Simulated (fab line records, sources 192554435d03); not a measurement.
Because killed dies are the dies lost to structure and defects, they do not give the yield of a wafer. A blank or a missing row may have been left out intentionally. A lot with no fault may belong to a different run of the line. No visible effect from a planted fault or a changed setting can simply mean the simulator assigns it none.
Struck lot and sound lot, side by side | flow n5Finfet | 16 steps out of a route of 1938
Sound: these wafers, L805.1, L805.3, L805.4. Struck: wafer L811.5; the same lot's L811.4 was not struck, so it is left out; see the end for the cause.
Per side, at each step with rows, come the tool, then ch with its chambers, and then its first start. Under that, the readings that differ: sound wafers | struck wafers | difference of the means | sigmas: that difference in standard deviations of wafers without a fault.
alike: readings whose means differ by less than 2 such deviations, and words and numbers that are the same on both sides. not compared: withheld readings, readings that some wafer has no value for, bounds like >300 that may hide the same value, and numbers for which the record gives no deviation and whose values overlap.
Wherever a step has rows on one side only, a row that says differs or no value, or a row with sigmas, the two part there. Numbers that don't overlap but have no deviation are shown without sigmas and don't part them. A reading that every wafer of one side lacks parts them only if that side has two wafers or more.

N5_GATE_CUT_CUT_ETCH_54: etches TiN in Cl2/BCl3, target depth 96.7 nm.
  sound on rieMetal-01 ch 0,1, day 6 18:07; struck on rieMetal-02 ch 0, day 8 00:25
reading              | sound             | struck | difference | sigmas
throttleValvePct (%) | 21.83 21.83 22.35 | 22.58  | +0.58      | +2
  alike: drypumpMotorCurrentA, etchRfOnTimeS, heBacksideLeakSccm, mfcCl2Sccm, oesProductAu, rfFwdPowerW
  not compared: rfHoursCounterH
then, 1 step without rows for these wafers: N5_GATE_CUT_CUT_ETCH_55 (etches HfO2 in BCl3, target depth 3.2 nm).
N5_GATE_CUT_ETCH_47: etches SiO2 in Cl2/BCl3, target depth 10 nm.
  sound on rieMetal-01 ch 0,1, day 6 18:12; struck on rieMetal-02 ch 0, day 8 00:30
reading              | sound             | struck | difference | sigmas
throttleValvePct (%) | 22.34 22.35 22.88 | 23.13  | +0.61      | +2
  alike: drypumpMotorCurrentA, heBacksideLeakSccm, mfcCl2Sccm, oesProductAu, rfFwdPowerW
  not compared: rfHoursCounterH
then, 2 steps without rows for these wafers: N5_GATE_CUT_VAPOR_ETCH_48 (etches TiN in BCl3/Cl2); N5_GATE_CUT_VAPOR_ETCH_49 (etches TiAlC in BCl3/Cl2).
N5_GATE_CUT_VAPOR_ETCH_51: etches HfO2 in BCl3/Cl2.
  sound on rieMetal-01 ch 0,1, day 6 18:17; struck on rieMetal-02 ch 0, day 8 00:35
  alike: drypumpMotorCurrentA, heBacksideLeakSccm, oesProductAu
then, 3 steps without rows for these wafers: N5_GATE_CUT_STRIP_21 (strips in N2/H2, time 30 s); N5_GATE_CUT_STRIP_29 (strips in post etch residue remover, time 60 s); N5_GATE_CUT_SRD_52 (time 30 s).
N5_GATE_CUT_ALD_22: deposits SiNx, target thk 16 nm, pulse time 1 s, ald cycles 320.
  sound on aldSin-04 ch 0,1,2, day 6 18:30; struck on aldSin-03 ch 2, day 8 00:47
  alike: heaterPowerW, precursorPulseHeightRel
  not compared: sinceWetCleanH
N5_GATE_CUT_CMP_23: polishes, stops on SiO2, t overpolish 23.4 s, target thk 16 nm.
  sound on cmp-01 ch 0,1,2, day 6 19:59; struck on cmp-01 ch 0, day 8 02:19
  alike: motorCurrentA, overpolishRunS, platenRpm, timeToEndpointS
N5_GATE_CUT_THK_MEAS_24:
  struck on filmMetro-01, day 8 02:34; sound on filmMetro-01, day 6 20:17
  alike: GC_FILL_THK
N5_GATE_CUT_CMP_43: polishes SiO2.
  sound on cmp-03 ch 0,1,2, day 6 20:23; struck on cmp-02 ch 1, day 8 02:50
reading                                  | sound     | struck | difference | sigmas
model.SiNx_of_GATE_CUT_ALD_22.thkNm (nm) | 6 5.2 4.4 | 8.4    | +3.2       | 
  alike: motorCurrentA
then, 1 step without rows for these wafers: N5_GATE_CUT_CMP_61 (polishes, stops on SiNx, t overpolish 3 s).
-- here the record skips 4 days between the struck wafers' starts before and after, leaving off in module GATE_CUT and picking up in module BEOL_M4 (first step shown: number 1111 of the route) --
N5_BEOL_M4_RC_MEAS_101:
  sound on prober-01 ch 0, day 10 10:53; struck on prober-02 ch 0, day 11 18:04
  alike: DIBL_N, DIBL_P, IOFF_N, IOFF_P, ION_N, ION_P, SS_N, SS_P, VT_N, VT_P
-- here the record skips 5 days between the struck wafers' starts before and after, leaving off in module BEOL_M4 and picking up in module PASSIVATION (first step shown: number 1936 of the route) --
N5_PASSIVATION_PROBE_49:
  struck on prober-01, day 16 18:35; sound on prober-02, day 15 14:35
  alike: defectLimitedYield, killed_at_M0_to_M3, killed_at_M4_up, killedAtContacts, killedAtFrontEnd, killedAtOther, killedDies, killedOpen, killedShort, sort_bin_4_leakage, sort_bin_5_function, sort_bin_6_memory, sort_bin_8_speed, sortNPass, sortYieldPct

== WHERE THEY PART ==
Last at N5_GATE_CUT_ETCH_47 as far as this record goes, first at N5_GATE_CUT_CUT_ETCH_54. Later steps at which nothing parts them and some readings are alike: N5_GATE_CUT_VAPOR_ETCH_51, N5_GATE_CUT_ALD_22, N5_GATE_CUT_CMP_23, N5_GATE_CUT_THK_MEAS_24, N5_GATE_CUT_CMP_43, N5_BEOL_M4_RC_MEAS_101, N5_PASSIVATION_PROBE_49.

WHY: what the simulator had put in
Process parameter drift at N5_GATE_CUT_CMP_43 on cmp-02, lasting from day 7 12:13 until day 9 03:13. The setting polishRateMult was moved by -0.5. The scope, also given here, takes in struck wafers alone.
